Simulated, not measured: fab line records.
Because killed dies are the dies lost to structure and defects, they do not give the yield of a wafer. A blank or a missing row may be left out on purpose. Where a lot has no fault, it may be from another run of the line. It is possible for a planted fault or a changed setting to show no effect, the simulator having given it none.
Chamber matching ; flow n5_finfet ; N5_BEOL_M1_ETCHBACK_99 on rie_diel-03 has 4 sister chambers
The step etches SiO2 in CHF3, target depth 5 nm, time 10.4 s. 4 wafers are shown with their chamber, then 9 later ones without.

== WAFERS PAIRED WITH THEIR CHAMBERS ==
wafer;chamber;showerhead_plenum_p_Torr (Torr)
L082.6;0;2.10
L087.1;3;2.23
L087.3;2;2.05
L087.6;1;2.17

== WAFERS MISSING THEIR CHAMBER ==
wafer;showerhead_plenum_p_Torr (Torr)
L092.2;2.05
L092.3;2.09
L092.6;2.09
L094.1;2.16
L094.5;2.16
L094.6;2.05
L097.2;2.09
L097.3;2.22
L097.5;2.22

== CHAMBER TAKEN BY EACH ==
wafer;from the rows above;in truth
L092.2;2;2
L092.3;0;0
L092.6;0;0
L094.1;1;1
L094.5;1;1
L094.6;2;2
L097.2;0;0
L097.3;3;3
L097.5;3;3
Placed correctly: 9 of 9. Left unplaced by these rows: 0. Number placed wrongly: 0.
How it was worked out, from the rows above alone: a wafer's distance from a chamber is the root of the sum, over the readings, of the square of ((its reading less the chamber's mean) divided by the reading's scatter). If the next closest chamber is less than 2 further off than the closest, the wafer can't be placed; otherwise it belongs to the closest. A chamber's mean is the mean of its shown wafers. The scatter (one wafer shown for each chamber): square how far every hidden wafer sits from the nearest shown wafer, average those squares and take the square root.
